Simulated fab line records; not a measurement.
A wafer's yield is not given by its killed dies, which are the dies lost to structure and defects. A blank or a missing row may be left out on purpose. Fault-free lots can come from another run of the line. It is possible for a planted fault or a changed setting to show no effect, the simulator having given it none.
A lot that was struck, set against a sound lot || flow n5Finfet || 14 out of 1938 route steps
Sound: the wafers L100.2, L100.4, L100.6. Struck: wafers L106.1, L106.3, L106.5. The cause comes at the end.
For every step that has rows: the tool of each side, followed by ch and its chambers, followed by its first start. Under that, the readings that differ: sound wafers || struck wafers || difference of the means || sigmas: that difference in standard deviations of wafers without a fault.
alike: words and numbers the same on both sides, and readings whose means are apart by under 2 such deviations; not compared: readings that were withheld, readings missing a value for some wafer, numbers with overlapping values and no deviation given by the record, and bounds like >300 which may hide the same value.
A row with sigmas, a row that says differs or no value, or rows on one side alone: a step with any of these is where the two part. Non-overlapping numbers with no deviation appear without sigmas and do not part them. Lack of a reading on every wafer of one side parts them only where that side has two or more wafers.

first, 3 steps without rows for these wafers: N5_SD_EPI_P_PRECLEAN_32 (cleans in dHF, time 10 s); N5_SD_EPI_P_PRECLEAN_33 (cleans in SC2, time 45 s); N5_SD_EPI_P_SRD_25 (time 30 s).
N5_SD_EPI_P_INSPECT_26: inspects for defects (darkfield).
  sound: defectInspect-01 at day 5 09:37; struck: defectInspect-02 at day 6 21:25
  alike: rawDefectCount
N5_SD_ACTIVATION_RTA_00: time 0 s.
  sound on rtpAnneal-02 ch 0, day 5 09:40; struck on rtpAnneal-02 ch 0, day 6 21:28
  alike: lampPowerPct, lamp_zone_2_pct, wafer_temp_C_max
N5_SD_ACTIVATION_LSA_01: time 0.0008 s.
  sound on laserAnneal-01 ch 0, day 5 09:52; struck on laserAnneal-01 ch 0, day 6 21:40
  alike: wafer_temp_C_max
N5_SD_ACTIVATION_RS_MEAS_03: uses a four-point probe to measure.
  sound: filmMetro-02 at day 5 10:04; struck: filmMetro-02 at day 6 21:53
  alike: RS_SD_N, RS_SD_P
N5_SD_ACTIVATION_INSPECT_02: inspects for defects (darkfield).
  sound: defectInspect-01 at day 5 10:22; struck: defectInspect-02 at day 6 22:13
  alike: rawDefectCount
N5_ILD0_LINER_00: material SiNx, target thk 4 nm, pulse time 1 s, purge time 2 s.
  sound on aldSin-02 ch 0,1, day 5 10:23; struck on aldSin-01 ch 0,1,3, day 6 22:21
  alike: chamberPressureTorr, heaterPowerW, precursorPulseHeightRel
  not compared: sinceWetCleanH
then, 2 steps without rows for these wafers: N5_ILD0_FCVD_FILL_01 (material SiO2 flowable, target thk 200 nm, time 328.3 s); N5_ILD0_CURE_02 (time 1800 s).
N5_ILD0_CMP_03: polishes, stops on SiNx, t overpolish 1.9 s, target thk 197.38 nm.
  sound on cmp-03 ch 1,3, day 5 13:10; struck on cmp-03 ch 0,2,3, day 7 00:46
{"reading": "headPressurePsi (psi)", "sound": "4.161 4.144 4.149", "struck": "4.795 4.795 4.788", "difference": "+0.641", "sigmas": "+69"}
{"reading": "motorCurrentA (A)", "sound": "10.6 15.9 10.9", "struck": "15.3 14.7 16.9", "difference": "+3.2", "sigmas": "+2"}
{"reading": "timeToEndpointS (s)", "sound": "68.0 67.8 68.8", "struck": "61.6 58.6 57.7", "difference": -8.9, "sigmas": -3}
  alike: overpolishRunS
  not compared: padLifeWafers
N5_ILD0_THK_MEAS_04:
  sound: filmMetro-02 at day 5 13:28; struck: filmMetro-01 at day 7 01:02
  alike: thkNm
-- the record jumps here: 5 days lie between the struck wafers' starts before and after (it left off in module ILD0 and takes up again in module BEOL_M4, whose first step shown is number 1111 of the route) --
N5_BEOL_M4_RC_MEAS_101:
  sound on prober-01 ch 0, day 9 22:51; struck on prober-02 ch 0, day 11 18:33
{"reading": "SS_P (mV/dec)", "sound": "73.3 72.0 72.5", "struck": "73.9 73.9 74.1", "difference": "+1.4", "sigmas": "+2"}
  alike: DIBL_N, DIBL_P, IOFF_N, IOFF_P, ION_N, ION_P, SS_N, VT_N, VT_P

WHERE THEY PART
First at N5_ILD0_CMP_03; last, within this record, at N5_BEOL_M4_RC_MEAS_101.

WHY: what the simulator had put in
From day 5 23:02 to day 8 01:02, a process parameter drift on cmp-03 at N5_ILD0_CMP_03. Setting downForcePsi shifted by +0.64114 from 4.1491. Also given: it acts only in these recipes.
